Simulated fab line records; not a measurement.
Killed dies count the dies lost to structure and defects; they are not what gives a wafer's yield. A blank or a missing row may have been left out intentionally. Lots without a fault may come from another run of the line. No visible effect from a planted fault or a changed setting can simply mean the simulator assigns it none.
What tool caused it? || flow n5 finfet || 8 lots, 24 wafers sampled, at 6 steps of a route of 1938

WHAT EACH GAUGE READ, for each wafer
N5_DUMMY_GATE_CD_MEAS_50: target cd 14 nm.
{"lot": "L278", "measured": "day 4 19:36", "on": "cd sem-03", "cd nm (nm)": "14.4 13.5 14.1"}
{"lot": "L281", "measured": "day 5 16:32", "on": "cd sem-02", "cd nm (nm)": "14.3 13.9 14.6"}
{"lot": "L282", "measured": "day 5 22:59", "on": "cd sem-03", "cd nm (nm)": "13.8 13.9 14.2"}
{"lot": "L284", "measured": "day 6 07:30", "on": "cd sem-01", "cd nm (nm)": "- - -"}
{"lot": "L285", "measured": "day 6 11:14", "on": "cd sem-03", "cd nm (nm)": "- - -"}
{"lot": "L286", "measured": "day 6 16:58", "on": "cd sem-01", "cd nm (nm)": "- - -"}
{"lot": "L287", "measured": "day 6 21:11", "on": "cd sem-01", "cd nm (nm)": "13.7 13.6 13.6"}
{"lot": "L294", "measured": "day 8 19:02", "on": "cd sem-01", "cd nm (nm)": "13.5 14.4 14.1"}

WHAT TOOL EACH LOT RAN ON (gives the tool, then ch and the chambers of the sampled wafers, and finally the start)
{"lot": "L278", "N5_FIN_CUT_STRIP_24": "rie diel-04 ch 0,1,3, day 3 21:38", "N5_STI_FIN_REVEAL_CMP_04": "cmp-01 ch 2,3, day 4 05:55", "N5_STI_FIN_REVEAL_RECESS_09": "vapor etch-01 ch 0,1, day 4 06:53", "N5_DUMMY_GATE_ETCH_36": "rie diel-03 ch 1,2,3, day 4 19:20", "N5_DUMMY_GATE_ETCH_37": "rie diel-03 ch 1,2,3, day 4 19:22"}
{"lot": "L281", "N5_FIN_CUT_STRIP_24": "rie diel-03 ch 1,2,3, day 4 17:02", "N5_STI_FIN_REVEAL_CMP_04": "cmp-04 ch 0,1,3, day 4 22:48", "N5_STI_FIN_REVEAL_RECESS_09": "vapor etch-01 ch 0,1, day 4 23:40", "N5_DUMMY_GATE_ETCH_36": "rie diel-01 ch 1,2, day 5 16:16", "N5_DUMMY_GATE_ETCH_37": "rie diel-01 ch 1,2, day 5 16:19"}
{"lot": "L282", "N5_FIN_CUT_STRIP_24": "rie diel-04 ch 0,2, day 5 01:02", "N5_STI_FIN_REVEAL_CMP_04": "cmp-02 ch 2,3, day 5 10:17", "N5_STI_FIN_REVEAL_RECESS_09": "vapor etch-02 ch 0,1, day 5 11:04", "N5_DUMMY_GATE_ETCH_36": "rie diel-04 ch 0,1,2, day 5 22:43", "N5_DUMMY_GATE_ETCH_37": "rie diel-04 ch 0,1,2, day 5 22:46"}
{"lot": "L284", "N5_FIN_CUT_STRIP_24": "rie diel-03 ch 0,3, day 5 11:46", "N5_STI_FIN_REVEAL_CMP_04": "cmp-01 ch 0,1,2, day 5 17:29", "N5_STI_FIN_REVEAL_RECESS_09": "vapor etch-02 ch 0,1, day 5 18:16", "N5_DUMMY_GATE_ETCH_36": "rie diel-01 ch 2,3, day 6 07:04", "N5_DUMMY_GATE_ETCH_37": "rie diel-01 ch 2,3, day 6 07:06"}
{"lot": "L285", "N5_FIN_CUT_STRIP_24": "rie diel-01 ch 1,3, day 5 15:35", "N5_STI_FIN_REVEAL_CMP_04": "cmp-04 ch 1,2,3, day 5 21:41", "N5_STI_FIN_REVEAL_RECESS_09": "vapor etch-01 ch 0,1, day 5 22:25", "N5_DUMMY_GATE_ETCH_36": "rie diel-04 ch 1,3, day 6 10:47", "N5_DUMMY_GATE_ETCH_37": "rie diel-04 ch 1,3, day 6 10:49"}
{"lot": "L286", "N5_FIN_CUT_STRIP_24": "rie diel-04 ch 0,1,3, day 5 21:28", "N5_STI_FIN_REVEAL_CMP_04": "cmp-04 ch 0,1,2, day 6 03:10", "N5_STI_FIN_REVEAL_RECESS_09": "vapor etch-01 ch 0, day 6 03:59", "N5_DUMMY_GATE_ETCH_36": "rie diel-04 ch 0,3, day 6 16:34", "N5_DUMMY_GATE_ETCH_37": "rie diel-04 ch 0,3, day 6 16:37"}
{"lot": "L287", "N5_FIN_CUT_STRIP_24": "rie diel-04 ch 0,1,3, day 6 02:42", "N5_STI_FIN_REVEAL_CMP_04": "cmp-01 ch 1,2, day 6 08:22", "N5_STI_FIN_REVEAL_RECESS_09": "vapor etch-01 ch 0,1, day 6 09:39", "N5_DUMMY_GATE_ETCH_36": "rie diel-04 ch 1,3, day 6 20:55", "N5_DUMMY_GATE_ETCH_37": "rie diel-04 ch 1,3, day 6 20:57"}
{"lot": "L294", "N5_FIN_CUT_STRIP_24": "rie diel-04 ch 1,2,3, day 7 22:33", "N5_STI_FIN_REVEAL_CMP_04": "cmp-04 ch 1,2,3, day 8 04:13", "N5_STI_FIN_REVEAL_RECESS_09": "vapor etch-02 ch 0,1, day 8 05:04", "N5_DUMMY_GATE_ETCH_36": "rie diel-03 ch 2,3, day 8 18:46", "N5_DUMMY_GATE_ETCH_37": "rie diel-03 ch 2,3, day 8 18:48"}
- N5_FIN_CUT_STRIP_24: strips in CF4.
- N5_STI_FIN_REVEAL_CMP_04: polishes, stops on Si3N4, t overpolish 4 s, target thk 131.83 nm.
- N5_STI_FIN_REVEAL_RECESS_09: chemistry HF/NH3, target SiO2, afs cycles 11, target depth 42.5 nm, sublimation time 60 s.
- N5_DUMMY_GATE_ETCH_36: etches SiARC in CF4, target depth 13 nm.
- N5_DUMMY_GATE_ETCH_37: etches SOC in N2/H2, target depth 60 nm, overetch 30 nm.

THE ANSWER, worked out from the rows above alone
Rule: the usual values come from the lots themselves. The widest of any qualifying gaps counts: lots, ordered by their means at a reading, are off when they make up no more than a third of the lots, leave a main group of 4 or more, and stand apart from it by 3 or more times the standard deviation of that group's means. If all means in a main group match to the digits the tables above print for the reading, that group is not used. A lot without any number at a reading at which 4 lots or more have one is off too. Where the step has rows for the other lots, those lots are counted as sound.
Off at N5_DUMMY_GATE_CD_MEAS_50 (cd nm): L284, L285, L286. Without a number there: L284, L285, L286. The main group has a mean of 14.0 nm with a standard deviation of 0.2.
If a tool, at a process step before that reading, ran all the lots that are off and no sound lot after the first of them, it fits. Those tools and the gauges at N5_DUMMY_GATE_CD_MEAS_50 are tried in the same way. None of those tried fits.

WHAT THE SIMULATOR PUT IN
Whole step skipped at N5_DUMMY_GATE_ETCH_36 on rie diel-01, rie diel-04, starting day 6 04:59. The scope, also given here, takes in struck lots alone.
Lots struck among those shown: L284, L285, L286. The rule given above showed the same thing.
